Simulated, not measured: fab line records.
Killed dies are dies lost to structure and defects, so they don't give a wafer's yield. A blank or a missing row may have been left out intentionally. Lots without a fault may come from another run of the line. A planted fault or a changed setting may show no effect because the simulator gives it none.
Comparing a struck lot with a sound one / flow nand-harc / 29 steps out of a route of 1302
Sound: these wafers, L184.1, L184.2, L184.5. Struck: wafers L195.3, L195.4, L195.5. Last of all comes the cause.
At each step with rows: each side's tool, then ch and its chambers, then its first start. Under that, the readings that differ: sound wafers / struck wafers / difference of the means / sigmas: that difference in standard deviations of wafers without a fault.
alike: readings whose means differ by less than 2 such deviations, and words and numbers that are the same on both sides. not compared: withheld readings, readings that some wafer has no value for, bounds like >300 that may hide the same value, and numbers for which the record gives no deviation and whose values overlap.
The two part at a step that has a row with sigmas, a row that says differs or no value, or rows on one side only. Numbers that don't overlap but have no deviation are shown without sigmas and don't part them. Lack of a reading on every wafer of one side parts them only where that side has two or more wafers.

NHARC_A_CHANNEL_FILL_D1_CMP_10: polishes, target thk 150 nm.
  sound on cmp-02 ch 1,3, day 11 08:22; struck on cmp-01 ch 2,3, day 16 01:33
  alike: edge-zone-pressure-frac, motor-current-A, retaining-ring-pressure-frac, time-to-endpoint-s
then, 1 step without rows for these wafers: NHARC_A_CHANNEL_FILL_D1_SRD_12.
NHARC_A_CHANNEL_FILL_D1_INSPECT_13:
  sound on defect-inspect-02 at day 11 08:44; struck on defect-inspect-02 at day 16 01:56
  alike: raw-defect-count
NHARC_A_DECK1_JOINT_ETCHBACK_07: etches the open film in HBr, target depth 105 nm, time 26.9 s.
  sound on rie-si-03 ch 1,2, day 11 08:48; struck on rie-si-02 ch 0,2,3, day 16 02:01
reading=drypump-motor-current-A (A); sound=6.2 6.2 6.2; struck=6.0 5.2 5.6; difference=-0.6; sigmas=-2
  alike: oes-product-au, throttle-valve-pct
  not compared: rf-hours-counter-h
then, 6 steps without rows for these wafers: NHARC_A_DECK1_JOINT_ETCH_25 (etches SiO2 in dHF, target depth 0.5 nm); NHARC_A_DECK1_JOINT_ETCH_19 (etches poly-Si in TMAH, target depth 3 nm); NHARC_A_DECK1_JOINT_ETCH_18 (etches SiO2 in dHF, target depth 3 nm); NHARC_A_DECK1_JOINT_WET_08 (chemistry H3PO4, time 86 s); NHARC_A_DECK1_JOINT_ETCH_09 (etches SiO2 in dHF, target depth 5 nm); NHARC_A_DECK1_JOINT_WET_10 (chemistry H3PO4, time 86 s).
NHARC_A_DECK1_JOINT_ETCH_11: etches SiO2 in dHF, target depth 35 nm.
  sound on wet-bench-01 ch 2,3,4, day 11 13:36; struck on wet-bench-01 ch 2,3,6, day 16 06:48
then, 1 step without rows for these wafers: NHARC_A_DECK1_JOINT_CVD_12 (deposits poly-Si, target thk 90 nm, time 1800 s).
NHARC_A_DECK1_JOINT_CMP_13: polishes, target thk 51.023 nm.
  sound on cmp-02 ch 0,1,3, day 11 19:08; struck on cmp-02 ch 1,2, day 16 12:19
  alike: edge-zone-pressure-frac, motor-current-A, retaining-ring-pressure-frac, time-to-endpoint-s
NHARC_A_DECK1_JOINT_THK_MEAS_14: measures by ellipsometry.
  sound on film-metro-01 at day 11 19:22; struck on film-metro-01 at day 16 12:35
  alike: thk-nm
then, 1 step without rows for these wafers: NHARC_A_DECK1_JOINT_SRD_04.
NHARC_A_DECK1_JOINT_ETCHBACK_00: etches the open film in HBr, target depth 30 nm, time 17.4 s.
  sound on rie-si-05 ch 1,2, day 11 19:29; struck on rie-si-02 ch 1,2,3, day 16 12:44
  alike: drypump-motor-current-A, oes-product-au, throttle-valve-pct
  not compared: rf-hours-counter-h
then, 8 steps without rows for these wafers: NHARC_A_DECK1_JOINT_PRECLEAN_30 (cleans in SC1); NHARC_A_DECK1_JOINT_SRD_31; NHARC_A_DECK1_JOINT_CVD_34 (deposits SiNx, target thk 20 nm); NHARC_A_DECK1_JOINT_DEP_06 (deposits SiOx, target thk 80 nm); NHARC_A_DECK1_JOINT_CURE_26 (time 32 s); NHARC_A_DECK1_JOINT_ANNEAL_27 (time 3600 s); NHARC_A_DECK1_JOINT_ANNEAL_28 (time 1800 s); NHARC_A_DECK1_JOINT_ANNEAL_29 (time 1800 s).
NHARC_A_DECK1_JOINT_CMP_02: polishes SiOx.
  sound on cmp-03 ch 1,2, day 12 19:01; struck on cmp-02 ch 0,1,2, day 17 11:49
  alike: edge-zone-pressure-frac, motor-current-A, retaining-ring-pressure-frac
then, 2 steps without rows for these wafers: NHARC_A_DECK1_JOINT_SRD_15; NHARC_A_DECK1_JOINT_DEP_16 (deposits SiO2, target thk 45 nm).
NHARC_A_DECK1_JOINT_THK_MEAS_17: measures by ellipsometry.
  sound on film-metro-01 at day 12 19:40; struck on film-metro-01 at day 17 12:29
  alike: thk-nm
-- jump in the record: it breaks off in module A_DECK1_JOINT and resumes in module END (first step shown: number 1302 of the route), and 13 days separate the struck wafers' starts before and after --
NHARC_END_SORT_01:
  the record has rows for the struck wafers here (prober-02 ch 0, day 30 01:22) and none for the sound ones

## WHERE THEY PART
Earliest at NHARC_A_DECK1_JOINT_ETCHBACK_07; latest, in this record, at NHARC_END_SORT_01.

WHY: what had been put in by the simulator
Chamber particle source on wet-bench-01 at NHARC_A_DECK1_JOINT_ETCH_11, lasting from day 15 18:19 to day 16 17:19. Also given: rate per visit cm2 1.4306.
